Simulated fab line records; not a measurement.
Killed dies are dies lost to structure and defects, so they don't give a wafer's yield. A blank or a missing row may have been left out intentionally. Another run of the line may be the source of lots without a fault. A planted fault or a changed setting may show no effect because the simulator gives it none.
fab line records	flow n5-finfet
record lots=4	wafers=11	last-day=17
route steps=1938 shown BEOL_M4@1099 BEOL_M5@1112 BEOL_M15@1814 PASSIVATION@1936
lots untouched by any fault: they come from a run of this same line in which no faults occurred
start-h: hours from the record's first day to the start of the lot's first wafer shown	wait-h: time in hours since the lot's previous step	" unchanged from the row above	L1.1+2: one row covering several wafers at once	- no value, or no start given	* or withheld: withheld	< > ~ a bound
route shown NAME@n: NAME is a module with steps in the file, n the number in the route of the first one	usual: the fault-free wafers' mean and standard deviation	same: alike in all rows	chamber/n: place in a boat	sites: readings site by site	_std_site: the values' standard deviation	_edge_site: outer sites' mean less inner sites'	radius-mm: how far each site lies from the wafer's centre	mask NAME#n: copy n	behind: tool/chamber where the wafer was last shaped	hold: what put the lot on hold/how long, in hours/how the hold closed	device: whichever transistor did not switch (one of n, p or np)	end of line: the route-end tests of the same wafers	where a step has no rows: the recipe by itself	killed: dies that structure and defects cost at the first sort, which is not the same as the wafer's yield	map: per-die view of a wafer (x killed, . not killed, _ where there is no die)
set.NAME: the run value of the setting; set.NAME@STEP: its run value at that earlier step	model.NAME: the simulator's own value behind a step, which no gauge read
a table for each step, a row for each wafer; lots at some steps of the route
services: a tool's chamber out of use, with start hour (start-h, from the record's first day; less than 0 if before it), hours out, and reason
## steps
# step N5_BEOL_M4_ANNEAL_95
# recipe temp-c=400	time-s=240	ambient=vacuum
# step N5_BEOL_M4_SPUTTER_96
# recipe material=Cu	target-thk-a=45	temp-c=-20	chamber-pressure-pa=0.07	power-w=withheld	time-s=8.29
# step N5_BEOL_M4_ECD_50
# recipe material=Cu	target-thk-a=3000
# step N5_BEOL_M4_ANNEAL_51
# recipe temp-c=225	time-s=90	ambient=N2
# step N5_BEOL_M4_CMP_52
# recipe stop-on=SiOC	t-overpolish-s=6.8	down-force-psi=1	platen-rpm=50	clearing-platen-down-force-psi=1.5	clearing-platen-rpm=50	post-cmp-clean=cu-alkaline	target-thk-nm=40	clearing-platen-pad-velocity-m-s=0.99484	pad-velocity-m-s=0.99484
# step N5_BEOL_M4_PRE_CLEAN_60
# recipe gas=NH3/H2	time-s=15	temp-c=*	rf-power-w=300
# step N5_BEOL_M4_CO_CAP_55
# recipe material=Co	target-thk-a=20	temp-c=200	precursor=CCTBA/H2	pressure-torr=30	time-s=102.1
# step N5_BEOL_M4_PRE_CLEAN_56
# recipe gas=NH3	time-s=15	temp-c=withheld	rf-power-w=300
# step N5_BEOL_M4_DEP_57
# recipe material=SiCN	target-thk-a=80	temp-c=withheld	precursor=3MS/NH3	pressure-torr=3	rf-w=202	time-s=14
# step N5_BEOL_M4_RC_MEAS_101
# usual DIBL_N=36.2/1.7	DIBL_P=36.2/2.2	IOFF_N=0.16/0.035	IOFF_P=0.21/0.042	ION_N=673/13	ION_P=462/7.9	SS_N=71.4/0.59	SS_P=73.2/0.7	VT_N=250/3.6	VT_P=-251/3.5
lot.wafer	tool	chamber	start-h	wait-h	DIBL_N[mV/V]	DIBL_P[mV/V]	IOFF_N[nA/um]	IOFF_P[nA/um]	ION_N[uA/um]	ION_P[uA/um]	SS_N[mV/dec]	SS_P[mV/dec]	VT_N[mV]	VT_P[mV]
L544.2	prober-02	0	178.33	0.2	35.6	35.1	0.16	0.21	672	465	70.8	73.2	249	-251
L544.4	"	0	"	"	33.1	32.7	0.11	0.16	654	456	70.4	72.1	255	-253
L544.5	"	0	"	"	35.7	36.2	0.16	0.23	674	462	71.2	73.7	247	-248
L545.2	prober-01	0	188.80	0.2	39.6	38.3	0.23	0.27	694	476	72.3	74.5	244	-246
L545.6	"	0	"	"	39.2	39.1	0.21	0.30	688	468	72.3	74.3	246	-245
L550.2	prober-01	0	237.76	0.2	40.1	40.2	0.23	0.26	680	464	72.5	73.4	244	-252
L550.4	"	0	"	"	33.8	33.7	0.12	0.17	653	449	70.6	72.2	256	-253
L550.5	"	0	"	"	38.5	39.5	0.21	0.26	688	465	71.7	73.7	247	-251
L562.4	prober-02	0	304.08	0.5	35.5	34.0	0.13	0.18	673	461	70.5	72.0	252	-250
L562.5	"	0	"	"	36.7	36.2	0.15	0.22	663	464	70.8	73.2	249	-248
L562.6	"	0	"	"	33.2	31.4	0.10	0.15	646	458	70.2	71.6	259	-254
# step N5_BEOL_M5_ILD_DEP_00
# recipe material=SiCOH_lowk	target-thk-a=1406.4	temp-c=300	precursor=DEMS/porogen	pressure-torr=5	rf-w=500	time-s=25.9
# step N5_BEOL_M5_CURE_79
# recipe temp-c=385	time-s=240	ambient=He/Ar	material=SiCOH_lowk
# step N5_BEOL_M5_PECVD_70
# recipe material=SiO2	target-thk-a=160	temp-c=400	precursor=TEOS/O2	pressure-torr=5.5	rf-w=450	teos-flow-sccm=53.8	gas=O2	flow-sccm=3000	time-s=18
# step N5_BEOL_M5_HM_DEP_02
# recipe material=TiN	target-thk-a=200	temp-c=25	chamber-pressure-pa=0.49996
# step N5_BEOL_M5_COAT_59
# recipe resist=SOC	temp-c=250	time-s=60	spin-rpm=1500	resist-thk-nm=60
# step N5_BEOL_M5_COAT_60
# recipe resist=SiARC	temp-c=220	time-s=60	spin-rpm=1500	resist-thk-nm=12
# step N5_BEOL_M5_COAT_71
# recipe resist=underlayer	temp-c=205	time-s=60	spin-rpm=1500	resist-thk-nm=5
# step N5_BEOL_M5_COAT_05
# recipe resist=CAR-EUV	spin-rpm=1500	resist-thk-nm=30
# step N5_BEOL_M5_EBR_07
# recipe solvent=PGMEA	ebr-width-mm=1.5
# step N5_BEOL_M5_SOFTBAKE_06
# recipe temp-c=110	time-s=60	resist=CAR-EUV
# step N5_BEOL_M5_EXPOSE_08
# recipe mask-id=M5	na=0.33	source-shape=annular	sigma-inner=0.4	sigma-outer=0.8	polarization=unpolarized	target-cd-nm=28	dose-mj=35.75
# step N5_BEOL_M5_PEB_09
# recipe peb-temp-c=100	peb-time-s=60	resist=CAR-EUV
# step N5_BEOL_M5_DEVELOP_10
# recipe develop-time-s=30	developer=TMAH	resist=CAR-EUV	rinse-liquid=surfactant-rinse	dry=air-spin	dev-temp-c=23
# step N5_BEOL_M5_DESCUM_16
# recipe chemistry=O2	time-s=7	source-power-w=50	bias-power-w=20	pressure-mtorr=20	rf-frequency-hz=2.712e+07	temp-c=40	resist=CAR-EUV	o2-flow-sccm=225
# step N5_BEOL_M5_ETCH_72
# recipe chemistry=N2/H2	target=underlayer	target-depth-a=65	mask-material=CAR-EUV	time-s=5.2	ion-energy-ev=200	pressure-mtorr=30	source-w=840	bias-w=150	n2-flow-sccm=200	h2-flow-sccm=200	ends=cleared
# step N5_BEOL_M5_ETCH_61
# recipe chemistry=CF4	target=SiARC	target-depth-a=156	mask-material=CAR-EUV	time-s=26	ion-energy-ev=80	pressure-mtorr=40	source-w=545	bias-w=36	Ar_flow_sccm=100	cf4-flow-sccm=100	ends=cleared
# step N5_BEOL_M5_ETCH_62
# recipe chemistry=N2/H2	target=SOC	target-depth-a=750	overetch-a=150	mask-material=SiARC	temp-c=40	time-s=112.5	ion-energy-ev=200	pressure-mtorr=30	source-w=840	bias-w=150	n2-flow-sccm=200	h2-flow-sccm=200
# step N5_BEOL_M5_STRIP_63
# recipe chemistry=N2/H2	temp-c=40	n2-flow-sccm=200	h2-flow-sccm=200	rf-frequency-hz=6e+07
# step N5_BEOL_M5_STRIP_73
# recipe chemistry=N2/H2	temp-c=40	n2-flow-sccm=200	h2-flow-sccm=200	rf-frequency-hz=6e+07
# step N5_BEOL_M5_STRIP_64
# recipe chemistry=CF4	resist=SiARC	power-w=300	bias-power-w=75	pressure-mtorr=50	cf4-flow-sccm=150	rf-frequency-hz=6e+07
# step N5_BEOL_M5_HM_OPEN_17
# recipe chemistry=Cl2/BCl3	target-depth-a=200	overetch-a=60	target=TiN	mask-material=SOC	ion-energy-ev=150	pressure-mtorr=10	icp-w=1000	bias-w=126	Cl2_flow_sccm=53.25	bcl3-flow-sccm=21.75	Ar_flow_sccm=25
# step N5_BEOL_M5_STRIP_19
# recipe chemistry=O2	power-w=400	temp-c=40	pressure-mtorr=30	rf-frequency-hz=6e+07	bias-power-w=0	overash-fraction=0.2	o2-flow-sccm=225
# step N5_BEOL_M5_COAT_65
# recipe resist=SOC	temp-c=250	time-s=60	spin-rpm=1500	resist-thk-nm=60
# step N5_BEOL_M5_COAT_66
# recipe resist=SiARC	temp-c=220	time-s=60	spin-rpm=1500	resist-thk-nm=12
# step N5_BEOL_M15_ETCH_38
# recipe chemistry=CF4/N2	target=SiCN	target-depth-a=1064	taper-deg=2	time-s=120.5	ion-energy-ev=150	mask-material=SiO2	pressure-mtorr=40	source-w=430	bias-w=70	Ar_flow_sccm=100	cf4-flow-sccm=60	n2-flow-sccm=60
# usual bias-w=70.01/0.19	cf4-flow-sccm=60.00/0.2	drypump-motor-current-A=5.5/0.44	oes-product-au=0.78/0.087	rf-vpp-V=383.9/1.8	showerhead-plenum-p-Torr=2.27/0.067	throttle-valve-pct=15.55/0.26
lot.wafer	tool	chamber	start-h	wait-h	bias-w	cf4-flow-sccm	drypump-motor-current-A	oes-product-au	rf-hours-counter-h	rf-vpp-V	showerhead-plenum-p-Torr	throttle-valve-pct	model.SiO2_of_BEOL_M15_ILD_DEP_00.thk-nm
L544.2	rie-diel-02	1	269.23	-	-	-	-	-	-	-	-	-	1641
L544.4	"	2	"	"	-	-	-	-	-	-	-	-	1647
L544.5	"	3	"	"	-	-	-	-	-	-	-	-	1644
L545.2	rie-diel-06	1	278.40	-	-	-	-	-	-	-	-	-	1635
L545.6	"	0	"	"	-	-	-	-	-	-	-	-	1663
L550.2	rie-diel-02	2	328.59	-	69.98	60.16	5.0	0.86	44	384.4	2.34	15.16	1567
L550.4	"	0	"	"	69.79	59.81	5.2	0.70	199	384.1	2.27	15.87	1604
L550.5	"	1	"	"	70.13	60.05	5.7	0.90	-	385.3	2.32	15.52	1585
L562.4	rie-diel-06	0	396.00	-	69.90	60.05	5.1	0.69	218	380.2	2.08	15.59	1594
L562.5	"	0	"	"	70.12	60.21	5.1	0.69	-	378.1	2.08	15.58	1560
L562.6	"	1	"	"	70.12	60.34	6.6	0.78	-	385.3	2.31	15.19	1561
# step N5_BEOL_M15_CMP_49
# recipe stop-on=SiO2	t-overpolish-s=4.9	down-force-psi=2	platen-rpm=80	clearing-platen-down-force-psi=2	clearing-platen-rpm=80	post-cmp-clean=cu-alkaline	target-thk-nm=850	clearing-platen-pad-velocity-m-s=1.5917	pad-velocity-m-s=1.5917
# usual motor-current-A=8.0/0.68
lot.wafer	tool	chamber	start-h	wait-h	motor-current-A	model.SiO2_of_BEOL_M15_ILD_DEP_00.thk-nm
L544.2	cmp-04	3	270.97	0.2	7.8	1626
L544.4	"	0	"	"	7.9	1632
L544.5	"	3	"	"	7.6	1629
L545.2	cmp-03	1	279.89	0.2	8.9	1620
L545.6	"	1	"	"	8.9	1648
L550.4	cmp-03	0	329.87	0.1	6.7	1589
L550.2	"	2	"	"	8.5	1552
L550.5	"	1	"	"	8.8	1570
L562.4	cmp-04	2	397.28	0.2	7.5	1579
L562.5	"	0	"	"	7.9	1545
L562.6	"	1	"	"	8.3	1546
# step N5_PASSIVATION_PROBE_49
# usual defect-limited-yield=91.4/1.4	killed_at_M0_to_M3=31/10	killed_at_M4_up=14/5.6	killed-at-contacts=13/6.3	killed-at-front-end=39/10	killed-at-other=4/3.1	killed-dies=101/16	killed-on-rim=13/3.9	killed-open=65/13	killed-short=34/7.2	sort_bin_5_function=5.1/0.88	sort_bin_6_memory=3.2/0.66	sort-n-pass=1079/16	sort-yield-pct=91.4/1.4
# same gross-dies=1180	killed-at-back-side=0	sort_bin_4_leakage[%]=0	sort_bin_8_speed[%]=0
lot.wafer	tool	chamber	start-h	wait-h	defect-limited-yield[%]	killed_at_M0_to_M3	killed_at_M4_up	killed-at-contacts	killed-at-front-end	killed-at-other	killed-dies	killed-on-rim	killed-open	killed-short	sort_bin_5_function[%]	sort_bin_6_memory[%]	sort-n-pass	sort-yield-pct[%]
L544.2	prober-02	-	286.89	0.1	0	40	1102	8	29	1	1180	152	74	24	97.2	2.6	0	0
L544.4	prober-02	-	286.99	0.2	0	51	1081	10	28	10	1180	152	86	31	96.4	3.4	0	0
L544.5	prober-02	-	287.04	0.2	0	27	1132	4	16	1	1180	152	51	13	98.0	1.7	0	0
L545.2	prober-02	-	294.46	0.1	0	36	1097	8	30	9	1180	152	55	40	96.9	2.9	0	0
L545.6	prober-02	-	294.66	0.3	0	33	1085	20	37	5	1180	152	72	34	95.8	4.0	0	0
L550.2	prober-01	-	345.01	0.1	91.0	27	25	6	47	1	106	13	79	27	5.5	3.4	1074	91.0
L550.4	prober-01	-	345.11	0.2	93.1	17	24	12	28	0	81	10	52	29	4.3	2.4	1099	93.1
L550.5	prober-01	-	345.16	0.2	91.2	33	25	7	38	1	104	16	74	30	5.1	3.6	1076	91.2
# killed by level:class
L544.2 BEOL_M15:area-etch=1081 BEOL_M2:geometric-particle:open=11 BEOL_M4:geometric-particle:open=11 BEOL_M0_SAQP:geometric-particle:open=9 STI_FIN_REVEAL:geometric-particle:open=8 BEOL_M3:geometric-particle:open=6 MOL_CONTACT_COAG:geometric-particle:open=5 FIN_SAQP:geometric-particle:open=4
L544.4 BEOL_M15:area-etch=1062 BEOL_M3:geometric-particle:open=19 BEOL_M2:geometric-particle:open=16 BEOL_M4:geometric-particle:open=13 MOL_CONTACT_COAG:geometric-particle:open=7 FIN_SAQP:geometric-particle:open=6 BEOL_M0_SAQP:geometric-particle:short=6 STI_FIN_REVEAL:geometric-particle:open=5
L544.5 BEOL_M15:area-etch=1116 STI_FIN_REVEAL:geometric-particle:open=9 BEOL_M4:geometric-particle:open=9 BEOL_M2:geometric-particle:open=7 MOL_CONTACT_COAG:geometric-particle:open=4 BEOL_M0_SAQP:geometric-particle:open=4 BEOL_M3:geometric-particle:open=4 BEOL_M1:geometric-particle:open=3
L545.2 BEOL_M15:area-etch=1085 BEOL_M0_SAQP:geometric-particle:short=16 BEOL_M0_SAQP:geometric-particle:open=9 FIN_SAQP:geometric-particle:open=8 STI_FIN_REVEAL:geometric-particle:open=6 MOL_CONTACT_COAG:geometric-particle:open=6 BEOL_M1:geometric-particle:open=4 FIN_SAQP:geometric-particle:short=3
L545.6 BEOL_M15:area-etch=1074 MOL_CONTACT_COAG:geometric-particle:open=17 FIN_SAQP:geometric-particle:open=13 BEOL_M0_SAQP:geometric-particle:short=8 BEOL_M3:geometric-particle:open=7 BEOL_M1:geometric-particle:open=7 FIN_SAQP:geometric-particle:short=5 STI_FIN_REVEAL:geometric-particle:open=5
L550.2 FIN_SAQP:geometric-particle:open=22 BEOL_M4:geometric-particle:open=15 FIN_SAQP:geometric-particle:short=8 BEOL_M0_SAQP:geometric-particle:open=7 MOL_CONTACT_COAG:geometric-particle:open=6 STI_FIN_REVEAL:geometric-particle:open=6 BEOL_M2:geometric-particle:open=6 BEOL_M0_SAQP:geometric-particle:short=6
L550.4 BEOL_M4:geometric-particle:open=15 STI_FIN_REVEAL:geometric-particle:open=10 BEOL_M3:geometric-particle:open=7 MOL_CONTACT_COAG:geometric-particle:open=6 MOL_CONTACT_COAG:geometric-particle:short=6 BEOL_M0_SAQP:geometric-particle:short=4 BEOL_M3:geometric-particle:short=4 FIN_SAQP:geometric-particle:short=3
L550.5 BEOL_M4:geometric-particle:open=11 BEOL_M2:geometric-particle:open=10 FIN_SAQP:geometric-particle:short=9 BEOL_M0_SAQP:geometric-particle:short=8 FIN_SAQP:geometric-particle:open=7 BEOL_M7:geometric-particle:open=7 MOL_CONTACT_COAG:geometric-particle:open=6 STI_FIN_REVEAL:geometric-particle:open=5
# map L544.2 (x killed, . not)
_________________xxxxxxxxxxxx________________
______________xxxxxxxxxxxxxxxxxx_____________
___________xxxxxxxxxxxxxxxxxxxxxxxx__________
__________xxxxxxxxxxxxxxxxxxxxxxxxxx_________
________xxxxxxxxxxxxxxxxxxxxxxxxxxxxxx_______
_______xxxxxxxxxxxxxxxxxxxxxxxxxxxxxxxx______
______xxxxxxxxxxxxxxxxxxxxxxxxxxxxxxxxxx_____
_____xxxxxxxxxxxxxxxxxxxxxxxxxxxxxxxxxxxx____
____xxxxxxxxxxxxxxxxxxxxxxxxxxxxxxxxxxxxxx___
___xxxxxxxxxxxxxxxxxxxxxxxxxxxxxxxxxxxxxxxx__
___xxxxxxxxxxxxxxxxxxxxxxxxxxxxxxxxxxxxxxxx__
__xxxxxxxxxxxxxxxxxxxxxxxxxxxxxxxxxxxxxxxxxx_
__xxxxxxxxxxxxxxxxxxxxxxxxxxxxxxxxxxxxxxxxxx_
_xxxxxxxxxxxxxxxxxxxxxxxxxxxxxxxxxxxxxxxxxxxx
_xxxxxxxxxxxxxxxxxxxxxxxxxxxxxxxxxxxxxxxxxxxx
_xxxxxxxxxxxxxxxxxxxxxxxxxxxxxxxxxxxxxxxxxxxx
_xxxxxxxxxxxxxxxxxxxxxxxxxxxxxxxxxxxxxxxxxxxx
_xxxxxxxxxxxxxxxxxxxxxxxxxxxxxxxxxxxxxxxxxxxx
_xxxxxxxxxxxxxxxxxxxxxxxxxxxxxxxxxxxxxxxxxxxx
_xxxxxxxxxxxxxxxxxxxxxxxxxxxxxxxxxxxxxxxxxxxx
_xxxxxxxxxxxxxxxxxxxxxxxxxxxxxxxxxxxxxxxxxxxx
__xxxxxxxxxxxxxxxxxxxxxxxxxxxxxxxxxxxxxxxxxx_
__xxxxxxxxxxxxxxxxxxxxxxxxxxxxxxxxxxxxxxxxxx_
___xxxxxxxxxxxxxxxxxxxxxxxxxxxxxxxxxxxxxxxx__
___xxxxxxxxxxxxxxxxxxxxxxxxxxxxxxxxxxxxxxxx__
____xxxxxxxxxxxxxxxxxxxxxxxxxxxxxxxxxxxxxx___
_____xxxxxxxxxxxxxxxxxxxxxxxxxxxxxxxxxxxx____
______xxxxxxxxxxxxxxxxxxxxxxxxxxxxxxxxxx_____
_______xxxxxxxxxxxxxxxxxxxxxxxxxxxxxxxx______
________xxxxxxxxxxxxxxxxxxxxxxxxxxxxxx_______
__________xxxxxxxxxxxxxxxxxxxxxxxxxx_________
___________xxxxxxxxxxxxxxxxxxxxxxxx__________
______________xxxxxxxxxxxxxxxxxx_____________
_________________xxxxxxxxxxxx________________
# map L545.2 (x killed, . not)
_________________xxxxxxxxxxxx________________
______________xxxxxxxxxxxxxxxxxx_____________
___________xxxxxxxxxxxxxxxxxxxxxxxx__________
__________xxxxxxxxxxxxxxxxxxxxxxxxxx_________
________xxxxxxxxxxxxxxxxxxxxxxxxxxxxxx_______
_______xxxxxxxxxxxxxxxxxxxxxxxxxxxxxxxx______
______xxxxxxxxxxxxxxxxxxxxxxxxxxxxxxxxxx_____
_____xxxxxxxxxxxxxxxxxxxxxxxxxxxxxxxxxxxx____
____xxxxxxxxxxxxxxxxxxxxxxxxxxxxxxxxxxxxxx___
___xxxxxxxxxxxxxxxxxxxxxxxxxxxxxxxxxxxxxxxx__
___xxxxxxxxxxxxxxxxxxxxxxxxxxxxxxxxxxxxxxxx__
__xxxxxxxxxxxxxxxxxxxxxxxxxxxxxxxxxxxxxxxxxx_
__xxxxxxxxxxxxxxxxxxxxxxxxxxxxxxxxxxxxxxxxxx_
_xxxxxxxxxxxxxxxxxxxxxxxxxxxxxxxxxxxxxxxxxxxx
_xxxxxxxxxxxxxxxxxxxxxxxxxxxxxxxxxxxxxxxxxxxx
_xxxxxxxxxxxxxxxxxxxxxxxxxxxxxxxxxxxxxxxxxxxx
_xxxxxxxxxxxxxxxxxxxxxxxxxxxxxxxxxxxxxxxxxxxx
_xxxxxxxxxxxxxxxxxxxxxxxxxxxxxxxxxxxxxxxxxxxx
_xxxxxxxxxxxxxxxxxxxxxxxxxxxxxxxxxxxxxxxxxxxx
_xxxxxxxxxxxxxxxxxxxxxxxxxxxxxxxxxxxxxxxxxxxx
_xxxxxxxxxxxxxxxxxxxxxxxxxxxxxxxxxxxxxxxxxxxx
__xxxxxxxxxxxxxxxxxxxxxxxxxxxxxxxxxxxxxxxxxx_
__xxxxxxxxxxxxxxxxxxxxxxxxxxxxxxxxxxxxxxxxxx_
___xxxxxxxxxxxxxxxxxxxxxxxxxxxxxxxxxxxxxxxx__
___xxxxxxxxxxxxxxxxxxxxxxxxxxxxxxxxxxxxxxxx__
____xxxxxxxxxxxxxxxxxxxxxxxxxxxxxxxxxxxxxx___
_____xxxxxxxxxxxxxxxxxxxxxxxxxxxxxxxxxxxx____
______xxxxxxxxxxxxxxxxxxxxxxxxxxxxxxxxxx_____
_______xxxxxxxxxxxxxxxxxxxxxxxxxxxxxxxx______
________xxxxxxxxxxxxxxxxxxxxxxxxxxxxxx_______
__________xxxxxxxxxxxxxxxxxxxxxxxxxx_________
___________xxxxxxxxxxxxxxxxxxxxxxxx__________
______________xxxxxxxxxxxxxxxxxx_____________
_________________xxxxxxxxxxxx________________
## services
tool	chamber	start-h	hours	kind
cmp-04	-	253.81	7.0	pm
cmp-03	-	261.17	4.2	repair
rie-diel-06	2	290.72	8.7	repair
cmp-04	-	297.49	1.3	repair
rie-diel-06	1	313.56	3.6	repair
cmp-03	-	318.55	6.7	pm
rie-diel-06	-	324.61	2.8	pm
cmp-04	-	330.03	0.5	repair
rie-diel-02	2	330.09	1.6	repair
cmp-04	-	335.82	1.4	repair
rie-diel-06	0	339.69	7.4	repair
cmp-03	-	342.58	4.0	pm
cmp-03	-	346.58	-	consumable-replace:conditioner
cmp-03	-	346.58	-	consumable-replace:pad
cmp-04	-	371.26	2.4	repair
cmp-03	-	376.84	1.3	repair
cmp-03	-	381.34	2.6	repair
cmp-04	-	381.48	1.3	repair
rie-diel-06	2	385.88	2.4	repair
## key
first-sign step=N5_BEOL_M15_ETCH_38	reading=tool-record	direction=missing
effect step=N5_PASSIVATION_PROBE_49	reading=killed_at_M4_up	direction=up	sigmas=99+	usual=14	struck=1099
model-effect step=N5_BEOL_M15_ETCH_38	value=SiO2_of_BEOL_M15_ILD_DEP_00.thk-nm	without=1582	struck=1646
model-effect step=N5_BEOL_M15_CMP_49	value=SiO2_of_BEOL_M15_ILD_DEP_00.thk-nm	without=1567	struck=1631
more-kills-born-at N5_BEOL_M15_ETCH_38@rie-diel-02=3259	N5_BEOL_M15_ETCH_38@rie-diel-06=2159
met-at N5_BEOL_M15_ETCH_38
struck-wafers L544.2,L544.4,L544.5,L545.2,L545.6
later-rows-left-out L544.2,L544.4,L544.5,L545.2,L545.6
fault kind=skipped-step-whole	tool=rie-diel-02,rie-diel-06	chamber=-	onset-h=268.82	steps=N5_BEOL_M15_ETCH_38	scope=struck-lots-only
# later-rows-left-out: the simulator's readings of these wafers behind a module that went badly wrong aren't trusted and aren't shown, but for the sort
